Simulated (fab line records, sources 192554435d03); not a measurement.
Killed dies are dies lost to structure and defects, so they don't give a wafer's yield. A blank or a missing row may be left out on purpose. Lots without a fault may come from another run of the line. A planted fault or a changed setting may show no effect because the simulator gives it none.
fab line records | flow n5_finfet
record lots=7 wafers=39
route steps=1938 shown FIN_SAQP@100 MOL_CONTACT_COAG@547 BEOL_M0_SAQP@672 BEOL_M4@1021
start_h: hours from the record's first day to the start of the lot's first wafer shown | wait_h: hours since the lot's step before | " the same as in the row above | L1.1+2: a row that stands for several wafers | - no value, or no start given | * or withheld: withheld | < > ~ a bound
route shown NAME@n: a module of which the file shows steps, and the number in the route of the first | usual: mean/standard deviation of fault-free wafers | same: alike in all rows | chamber/n: place in a boat | sites: the reading at each site | _std_site: their standard deviation | _edge_site: outer sites' mean less inner sites' | radius_mm: how far each site lies from the wafer's centre | mask NAME#n: copy n | behind: the tool/chamber that last shaped the wafer | hold: why the lot was held/for how many hours/how that ended | device: the transistor (n, p or np) that didn't switch | end of line: the same wafers' tests at the end of the route | a step without rows: its recipe alone | killed: dies lost to structure and defects at the first sort, not the wafer's yield | map: a wafer's dies, x killed, . not, _ none there
set.NAME: the setting as run; set.NAME@STEP: as run at that earlier step | model.NAME: the simulator's own value behind a step, which no gauge read
lots whose settings were changed on purpose; a table a step, a row a wafer
## steps
# step N5_FIN_SAQP_PECVD_06
# recipe material=a-Si target_thk_a=600 temp_c=400 precursor=SiH4/He pressure_torr=3 rf_w=100 time_s=48.1
# columns lot.wafer tool chamber start_h wait_h set.time_s model.a-Si_of_FIN_SAQP_PECVD_06.thk_nm
L078.1 pecvd-02 2 44.70 0.0 57.54 71.23
L078.2 " 0 " " 57.54 72.19
L078.3 " 1 " " 48.1 60.11
L078.4+5 " 1,2 " " 48.1 60.75
L078.6 " 0 " " 57.54 72.51
L079.1 pecvd-02 1 50.88 0.0 48.1 59.56
L079.2 " 0 " " 48.1 60.34
L079.3 " 2 " " 48.1 58.63
L079.4 " 1 " " 48.1 60.35
L079.5 " 0 " " 48.1 59.5
L079.6 " 2 " " 48.1 60.29
L082.1 pecvd-01 2 69.21 0.0 48.1 59.46
L082.2 " 0 " " 48.1 59.73
L082.3 " 1 " " 48.1 60.79
L082.4 " 1 " " 48.1 61.2
L082.5 " 0 " " 48.1 60.75
L082.6 " 2 " " 48.1 60.65
L083.1 pecvd-01 1 75.84 0.0 48.1 59.25
L083.2 " 0 " " 48.1 59.27
L083.3 " 2 " " 48.1 59.04
L083.4 " 0 " " 48.1 61.17
L083.5 " 1 " " 48.1 60.91
L083.6 " 2 " " 48.1 60.11
L086.1 pecvd-01 1 94.34 0.0 48.1 59.35
L086.2 " 2 " " 48.1 59.17
L086.3 " 0 " " 48.1 59.48
L086.4 " 0 " " 48.1 60.28
L086.5 " 1 " " 48.1 59.76
L086.6 " 2 " " 48.1 59.71
L090.1 pecvd-02 1 117.07 0.0 20.46 25.46
L090.2 " 0 " " 20.46 25.74
L090.3 " 2 " " 48.1 59.86
L090.4 " 0 " " 20.46 26.33
L090.5 " 1 " " 48.1 61.33
L090.6 " 2 " " 48.1 61.55
L094.2 pecvd-01 1 141.22 0.0 48.1 59.35
L094.4 " 2 " " 48.1 60.72
L094.5 " 1 " " 48.1 60.54
# step N5_FIN_SAQP_THK_MEAS_07
# usual thk_nm=60.2/0.77
# columns lot.wafer tool chamber start_h wait_h set.time_s@FIN_SAQP_PECVD_06 thk_nm
L078.1 film_metro-01 - 44.79 0.1 57.54 71.2
L078.2 " - " " 57.54 72.2
L078.3 " - " " 48.1 60.1
L078.4 " - " " 48.1 60.7
L078.5 " - " " 48.1 60.7
L078.6 " - " " 57.54 72.5
L079.1 film_metro-02 - 50.96 0.1 48.1 59.6
L079.2 " - " " 48.1 60.3
L079.3 " - " " 48.1 58.6
L079.4 " - " " 48.1 60.3
L079.5 " - " " 48.1 59.5
L079.6 " - " " 48.1 60.3
L082.1 film_metro-01 - 69.30 0.1 48.1 59.5
L082.2 " - " " 48.1 59.8
L082.3 " - " " 48.1 60.8
L082.4 " - " " 48.1 61.2
L082.5 " - " " 48.1 60.8
L082.6 " - " " 48.1 60.6
L083.1 film_metro-01 - 75.93 0.1 48.1 59.3
L083.2 " - " " 48.1 59.2
L083.3 " - " " 48.1 59.1
L083.4 " - " " 48.1 61.2
L083.5 " - " " 48.1 60.9
L083.6 " - " " 48.1 60.1
L086.1 film_metro-02 - 94.43 0.1 48.1 59.4
L086.2 " - " " 48.1 59.1
L086.3 " - " " 48.1 59.5
L086.4 " - " " 48.1 60.3
L086.5 " - " " 48.1 59.7
L086.6 " - " " 48.1 59.7
L090.1 film_metro-01 - 117.16 0.1 20.46 25.5
L090.2 " - " " 20.46 25.7
L090.3 " - " " 48.1 59.9
L090.4 " - " " 20.46 26.3
L090.5 " - " " 48.1 61.3
L090.6 " - " " 48.1 61.6
L094.2 film_metro-01 - 141.31 0.1 48.1 59.4
L094.4 " - " " 48.1 60.7
L094.5 " - " " 48.1 60.5
# step N5_FIN_SAQP_HM_DEP_72
# recipe material=SiO2 target_thk_a=120 temp_c=400 precursor=SiH4/N2O pressure_torr=0.75 rf_w=275 time_s=7.2
# step N5_FIN_SAQP_COAT_49
# recipe resist=SOC temp_c=250 time_s=60 spin_rpm=1500 resist_thk_nm=100
# step N5_FIN_SAQP_HM_OPEN_73
# recipe chemistry=CHF3/O2 target=SiO2 stop_on=a-Si target_depth_a=120 over_etch_frac=1.8 mask_material=SOC time_s=16.8 pressure_mtorr=30 source_w=650 bias_w=170 Ar_flow_sccm=200 CHF3_flow_sccm=50 O2_flow_sccm=5 ion_energy_ev=200 ends=end_point
# step N5_FIN_SAQP_STRIP_74
# recipe chemistry=CHF3/O2 resist=SiARC rf_frequency_hz=6e+07
# step N5_FIN_SAQP_MANDREL_ETCH_22
# recipe target_depth_a=600 chemistry=HBr/Cl2 target=a-Si stop_on=SiNx bt_time_s=10 over_etch_frac=0.5 time_s=30 pressure_mtorr=10 icp_w=800 bias_w=75 HBr_flow_sccm=150 Cl2_flow_sccm=80 ends=end_point
# usual oes_product_au=0.776/0.011
# columns lot.wafer tool chamber start_h wait_h set.time_s@FIN_SAQP_PECVD_06 oes_product_au model.etch.depth_nm
L078.1 rie_si-06 0 45.98 0.0 57.54 0.864 71.23
L078.2 " 2 " " 57.54 0.872 72.19
L078.3 " 3 " " 48.1 0.759 60.07
L078.4 " 1 " " 48.1 0.770 60.71
L078.5 " 1 " " 48.1 0.782 60.72
L078.6 " 2 " " 57.54 0.871 72.51
L079.1 rie_si-02 3 51.70 0.0 48.1 0.761 59.56
L079.2 " 2 " " 48.1 0.799 60.34
L079.3 " 1 " " 48.1 0.767 58.63
L079.4 " 0 " " 48.1 0.773 60.35
L079.5 " 3 " " 48.1 0.764 59.5
L079.6 " 0 " " 48.1 0.781 60.29
L082.1 rie_si-02 2 70.17 0.0 48.1 0.785 59.46
L082.2 " 3 " " 48.1 0.770 59.7
L082.3 " 1 " " 48.1 0.784 60.79
L082.4 " 0 " " 48.1 0.785 61.16
L082.5 " 3 " " 48.1 0.773 60.71
L082.6 " 0 " " 48.1 0.768 60.65
L083.1 rie_si-02 3 77.06 0.0 48.1 0.766 59.25
L083.2 " 1 " " 48.1 0.774 59.27
L083.3 " 2 " " 48.1 0.779 59.04
L083.4 " 0 " " 48.1 0.787 61.17
L083.5 " 3 " " 48.1 0.775 60.91
L083.6 " 0 " " 48.1 0.767 60.11
L086.1 rie_si-02 2 95.29 0.0 48.1 0.779 59.35
L086.2 " 0 " " 48.1 0.764 59.17
L086.3 " 3 " " 48.1 0.764 59.48
L086.4 " 1 " " 48.1 0.775 60.28
L086.5 " 2 " " 48.1 0.793 59.76
L086.6 " 3 " " 48.1 0.764 59.71
L090.1 rie_si-05 0 118.03 0.0 20.46 0.520 25.46
L090.2 " 2 " " 20.46 0.513 25.7
L090.3 " 3 " " 48.1 0.746 59.86
L090.4 " 1 " " 20.46 0.524 26.29
L090.5 " 0 " " 48.1 0.784 61.33
L090.6 " 3 " " 48.1 0.761 61.52
L094.2 rie_si-02 2 142.19 0.0 48.1 0.792 59.32
L094.4 " 0 " " 48.1 0.779 60.72
L094.5 " 2 " " 48.1 0.797 60.54
# step N5_MOL_CONTACT_COAG_SPUTTER_143
# recipe material=Co target_thk_a=25 temp_c=25 chamber_pressure_pa=0.2
# columns lot.wafer tool chamber start_h wait_h set.target_thk_a model.Co_of_MOL_CONTACT_COAG_SPUTTER_143.thk_nm
L078.1+5 pvd_sputter-02 - 114.78 0.0 36.13 3.6
L078.2 " - " " 36.13 3.4
L078.3+6 " - " " 25 2.4
L078.4 " - " " 25 2.6
L079.1+2+6 pvd_sputter-02 - 120.60 0.0 25 2.6
L079.3 " - " " 37.11 3.6
L079.4+5 " - " " 37.11 3.8
L082.1+2+3+5+6 pvd_sputter-02 - 142.31 0.0 25 2.6
L082.4 " - " " 25 2.4
L083.1+3+6 pvd_sputter-01 - 148.64 0.0 25 2.6
L083.2+4+5 " - " " 18.54 2
L086.1 pvd_sputter-03 - 163.95 0.0 25 2.4
L086.2+4+6 " - " " 30.34 2.8
L086.3+5 " - " " 25 2.2
L090.1+2+5 pvd_sputter-02 - 186.90 0.0 25 2.6
L090.3+4 " - " " 12.39 1.2
L090.6 " - " " 12.39 1.4
L094.2+4+5 pvd_sputter-03 - 210.25 0.0 25 2.4
# step N5_BEOL_M0_SAQP_ETCH_106
# recipe chemistry=N2/H2 target=SOC target_depth_a=1500 stop_on=SiNx ion_energy_ev=100 bias_w=61 pressure_mtorr=30 source_w=850 n2_flow_sccm=200 h2_flow_sccm=200
# columns lot.wafer tool chamber start_h wait_h set.target_depth_a model.SOC_of_BEOL_M0_SAQP_COAT_105.thk_nm
L078.1+2+3 rie_diel-01 0,1,3 132.78 - 2144 0
L078.4 " 2 " " 1500 24
L078.5 " 0 " " 1500 25.2
L078.6 " 3 " " 1500 23.8
L079.1 rie_diel-05 0 141.05 - 1001 48.2
L079.2+5 " 1 " " 1001 49
L079.3+4 " 3,2 " " 1500 24
L079.6 " 0 " " 1500 20.8
L082.1 rie_diel-01 3 162.71 - 1500 24
L082.2 " 1 " " 792.4 61.2
L082.3 " 0 " " 792.4 60.8
L082.4 " 2 " " 792.4 60
L082.5 " 3 " " 1500 23
L082.6 " 2 " " 1500 23.6
L083.1 rie_diel-02 1 167.03 - 1500 21.8
L083.2 " 2 " " 1500 20
L083.3+4 " 0,3 " " 1500 23.8
L083.5 " 2 " " 1500 20.4
L083.6 " 3 " " 1500 23.2
L086.1 rie_diel-05 1 185.64 - 1500 24.8
L086.2 " 2 " " 810.5 59.2
L086.3 " 0 " " 810.5 58.2
L086.4 " 3 " " 1500 24.4
L086.5 " 2 " " 1500 25
L086.6 " 3 " " 810.5 59.6
L090.1 rie_diel-02 3 205.24 - 1500 23.8
L090.2 " 2 " " 1076 43.2
L090.3 " 1 " " 1076 44.8
L090.4 " 0 " " 1500 23.6
L090.5 " 2 " " 1076 42.8
L090.6 " 1 " " 1500 23
L094.2+5 rie_diel-05 1,3 227.66 - 1500 25.2
L094.4 " 3 " " 1500 25.4
# step N5_BEOL_M0_SAQP_ETCH_107
# recipe chemistry=CH3F/O2 target=SiNx target_depth_a=300 mask_material=SOC pressure_mtorr=30 source_w=395 bias_w=73 Ar_flow_sccm=150 CH3F_flow_sccm=30 O2_flow_sccm=20 ion_energy_ev=120
# columns lot.wafer tool chamber start_h wait_h set.target_depth_a@BEOL_M0_SAQP_ETCH_106 model.SOC_of_BEOL_M0_SAQP_COAT_105.thk_nm
L078.1+2+3 rie_diel-01 0,1,3 132.84 0.0 2144 0
L078.4 " 2 " " 1500 13.2
L078.5 " 0 " " 1500 14.6
L078.6 " 3 " " 1500 12.8
L079.1 rie_diel-05 0 141.11 0.0 1001 37.2
L079.2+5 " 1 " " 1001 38
L079.3 " 3 " " 1500 13.2
L079.4 " 2 " " 1500 13
L079.6 " 0 " " 1500 9.8
L082.1 rie_diel-01 3 162.77 0.0 1500 13.2
L082.2+3 " 1,0 " " 792.4 50.4
L082.4 " 2 " " 792.4 49.2
L082.5 " 3 " " 1500 12.2
L082.6 " 2 " " 1500 12.8
L083.1 rie_diel-02 1 167.09 0.0 1500 10.6
L083.2 " 2 " " 1500 8.6
L083.3+4 " 0,3 " " 1500 12.6
L083.5 " 2 " " 1500 8.8
L083.6 " 3 " " 1500 12
L086.1+5 rie_diel-05 1,2 185.70 0.0 1500 14
L086.2 " 2 " " 810.5 48.4
L086.3 " 0 " " 810.5 47.2
L086.4 " 3 " " 1500 13.6
L086.6 " 3 " " 810.5 48.6
L090.1 rie_diel-02 3 205.30 0.0 1500 13.2
L090.2 " 2 " " 1076 32
L090.3 " 1 " " 1076 33.8
L090.4 " 0 " " 1500 12.8
L090.5 " 2 " " 1076 31.6
L090.6 " 1 " " 1500 12
L094.2+5 rie_diel-05 1,3 227.72 0.0 1500 14.2
L094.4 " 3 " " 1500 14.6
# step N5_BEOL_M4_ILD_DEP_00
# recipe material=SiOC target_thk_a=790 temp_c=350 precursor=DEMS/O2 pressure_torr=5 rf_w=500 time_s=15.3
# columns lot.wafer tool chamber start_h wait_h set.target_thk_a model.SiOC_of_BEOL_M4_ILD_DEP_00.thk_nm
L078.1 pecvd-01 2 178.65 0.0 1073 107.4
L078.2 " 0 " " 1073 107.2
L078.3 " 1 " " 790 79.2
L078.4 " 2 " " 790 80.8
L078.5 " 0 " " 790 80.6
L078.6 " 1 " " 1073 108.2
L079.1 pecvd-01 0 191.64 0.0 790 78.8
L079.2 " 1 " " 790 78.2
L079.3+6 " 2,1 " " 343.6 34.4
L079.4 " 0 " " 790 79.8
L079.5 " 2 " " 343.6 35
L082.1 pecvd-02 2 202.85 0.0 1136 114
L082.2 " 0 " " 1136 112.6
L082.3 " 1 " " 790 78.4
L082.4+6 " 2,0 " " 790 80
L082.5 " 1 " " 1136 115
L083.1 pecvd-02 1 206.89 0.0 1117 110.6
L083.2 " 0 " " 1117 111
L083.3 " 2 " " 790 78
L083.4 " 2 " " 1117 112
L083.5 " 1 " " 790 80.2
L083.6 " 0 " " 790 79
L086.1 pecvd-03 1 226.50 0.0 613.1 60.8
L086.2 " 0 " " 613.1 59.8
L086.3 " 1 " " 790 79.8
L086.4 " 0 " " 790 79.6
L086.5 " 0 " " 613.1 61
L086.6 " 1 " " 790 80
L090.1 pecvd-03 0 250.19 0.0 790 79.6
L090.2 " 2 " " 790 80
L090.3 " 1 " " 543.8 54.8
L090.4 " 0 " " 790 80.8
L090.5 " 1 " " 543.8 56
L090.6 " 2 " " 543.8 55.8
L094.2 pecvd-03 1 266.31 0.0 790 79.4
L094.4+5 " 2,1 " " 790 80.6
# step N5_BEOL_M4_THK_MEAS_01
# recipe reads=SiOC_of_BEOL_M4_ILD_DEP_00
# usual M4_ILD_THK=79.2/0.88
# columns lot.wafer tool chamber start_h wait_h set.target_thk_a@BEOL_M4_ILD_DEP_00 M4_ILD_THK[nm]
L078.1 film_metro-02 - 178.72 0.0 1073 107.3
L078.2 " - " " 1073 107.1
L078.3 " - " " 790 79.2
L078.4 " - " " 790 80.9
L078.5 " - " " 790 80.7
L078.6 " - " " 1073 108.3
L079.1 film_metro-02 - 191.70 0.0 790 78.8
L079.2 " - " " 790 78.1
L079.3 " - " " 343.6 34.4
L079.4 " - " " 790 79.7
L079.5 " - " " 343.6 35.0
L079.6 " - " " 343.6 34.3
L082.1 film_metro-01 - 202.92 0.0 1136 113.9
L082.2 " - " " 1136 112.6
L082.3 " - " " 790 78.5
L082.4 " - " " 790 80.1
L082.5 " - " " 1136 115.0
L082.6 " - " " 790 79.9
L083.1 film_metro-01 - 206.96 0.0 1117 110.6
L083.2 " - " " 1117 111.0
L083.3 " - " " 790 78.0
L083.4 " - " " 1117 111.9
L083.5 " - " " 790 80.2
L083.6 " - " " 790 79.0
L086.1 film_metro-01 - 226.59 0.1 613.1 60.8
L086.2 " - " " 613.1 59.9
L086.3 " - " " 790 79.9
L086.4 " - " " 790 79.6
L086.5 " - " " 613.1 61.1
L086.6 " - " " 790 80.1
L090.1 film_metro-01 - 250.26 0.0 790 79.5
L090.2 " - " " 790 80.0
L090.3 " - " " 543.8 54.9
L090.4 " - " " 790 80.8
L090.5 " - " " 543.8 56.0
L090.6 " - " " 543.8 55.8
L094.2 film_metro-01 - 266.38 0.1 790 79.5
L094.4 " - " " 790 80.6
L094.5 " - " " 790 80.5
## key
split step=N5_FIN_SAQP_PECVD_06 setting=time_s stated=48.1 by=wafer
response step=N5_FIN_SAQP_PECVD_06 reading=model.a-Si_of_FIN_SAQP_PECVD_06.thk_nm change=+0.607 per=1% r=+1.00
response step=N5_FIN_SAQP_THK_MEAS_07 reading=thk_nm change=* per=1% r=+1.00
response step=N5_FIN_SAQP_MANDREL_ETCH_22 reading=oes_product_au change=+0.00434 per=1% r=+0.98
response step=N5_FIN_SAQP_MANDREL_ETCH_22 reading=model.etch.depth_nm change=+0.608 per=1% r=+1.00
split step=N5_MOL_CONTACT_COAG_SPUTTER_143 setting=target_thk_a stated=25 by=wafer
response step=N5_MOL_CONTACT_COAG_SPUTTER_143 reading=model.Co_of_MOL_CONTACT_COAG_SPUTTER_143.thk_nm change=+0.0246 per=1% r=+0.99
split step=N5_BEOL_M0_SAQP_ETCH_106 setting=target_depth_a stated=1500 by=wafer
response step=N5_BEOL_M0_SAQP_ETCH_106 reading=model.SOC_of_BEOL_M0_SAQP_COAT_105.thk_nm change=-0.717 per=1% r=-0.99
response step=N5_BEOL_M0_SAQP_ETCH_107 reading=model.SOC_of_BEOL_M0_SAQP_COAT_105.thk_nm change=-0.659 per=1% r=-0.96
split step=N5_BEOL_M4_ILD_DEP_00 setting=target_thk_a stated=790 by=wafer
response step=N5_BEOL_M4_ILD_DEP_00 reading=model.SiOC_of_BEOL_M4_ILD_DEP_00.thk_nm change=+0.785 per=1% r=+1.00
response step=N5_BEOL_M4_THK_MEAS_01 reading=M4_ILD_THK change=+0.784 per=1% r=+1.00
